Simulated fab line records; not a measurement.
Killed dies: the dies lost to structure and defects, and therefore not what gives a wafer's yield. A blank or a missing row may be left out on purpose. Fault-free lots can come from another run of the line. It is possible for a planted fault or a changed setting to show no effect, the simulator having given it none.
Problem report, 8D (eight disciplines) form, completed by code :: flow n5 finfet :: the parts of the form that need people (team, actions taken, sign-off) are left out

## 1. PROBLEM STATEMENT
At N5_BEOL_M3_ETCH_70, run length s averages 172.9 s over 2 wafers from 2 lots, while fault-free wafers read 143.2 s, standard deviation 0.5. Relative to the usual mean, that is a shift of +60 standard deviations.
The step: etches SOC in N2/H2, target depth 80 nm, overetch 16 nm, time 120 s.
First seen on wafer L486.4, day 13 15:55, on rie diel-06. Wafers with a number at this step in the record: 26, from 9 lots. Rule for "out" (also "out of limits"): further than 4 standard deviations from the usual mean. All remaining wafers that have a number are taken as sound.

## 2. WHAT IT IS; WHAT IT IS NOT
question: which readings at this step
is: run length s
is not: drypump motor current A, oes product au, rf vpp V, showerhead plenum p Torr, throttle valve pct

question: which lots
is: L486, L489
is not: L470, L472, L476, L477, L487, L490, L492

question: which wafers of those lots
is: L486.4, L489.4
is not: L486.3, L486.6, L489.1, L489.3

question: read on which tools
is: rie diel-06
is not: rie diel-02, rie diel-03

question: when
is: from day 13 15:55
is not: up to then (13 sound wafers); but 11 sound wafers of L487, L489, L490, L492 came after

## 3. SUSPECTS, AND WHAT RULES EACH OUT
Counting: a tool at a process step up to the reading stays a suspect if it ran every lot that is out. Sound lots after the first of them don't rule it out here, since some wafers of a struck lot are sound.
- rie diel-06 at N5_BEOL_M3_ETCH_77 (etches underlayer in N2/H2, target depth 6.5 nm, time 5.2 s): kept. It ran every lot that is out, first L486 (day 13 14:29).
- rie diel-06 at N5_BEOL_M3_ETCH_70 (etches SOC in N2/H2, target depth 80 nm, overetch 16 nm, time 120 s): kept. Every lot that is out went through it, the first being L486 (day 13 15:55); the last sound lot it ran before that was L477 (day 11 02:35). Its own readings are out on those wafers: run length s.
Remaining after the count are rie diel-06 at N5_BEOL_M3_ETCH_77 and rie diel-06 at N5_BEOL_M3_ETCH_70.

## 4. THE CAUSE (what the simulator had put in)
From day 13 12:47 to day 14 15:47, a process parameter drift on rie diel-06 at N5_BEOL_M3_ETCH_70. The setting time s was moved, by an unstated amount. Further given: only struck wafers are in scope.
Counting left 2 suspects, and this tool is among them.

## 5. SEQUENCE OF EFFECTS, ordered by route
One row per reading whose mean, taken over the struck wafers that have a number, lies over 3 standard deviations from the usual. Readings are gone through only where the record gives a usual standard deviation; hours: the median, over the lots, of the time from a lot's start at the first step in this table giving one to that lot's start at this step; sigmas: the change measured in usual standard deviations.
hours: 0
step: N5_BEOL_M3_ETCH_70
reading: run length s
usual: 143.2 s
on struck wafers: 172.9
change: +29.8
sigmas: +60
Here are the process steps it includes:
- N5_BEOL_M3_ETCH_70: etches SOC in N2/H2, target depth 80 nm, overetch 16 nm, time 120 s.
Later steps that measure or inspect, where all struck wafers having a row at the step show a number for every such reading and not one has moved that far: N5_BEOL_M3_OCD_MEAS_38, N5_BEOL_M4_RC_MEAS_101.

## 6. HOW IT WOULD HAVE BEEN CAUGHT EARLIER
First out-of-limits reading in this record: day 13 15:55, which is 3 hours after fault onset at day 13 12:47.
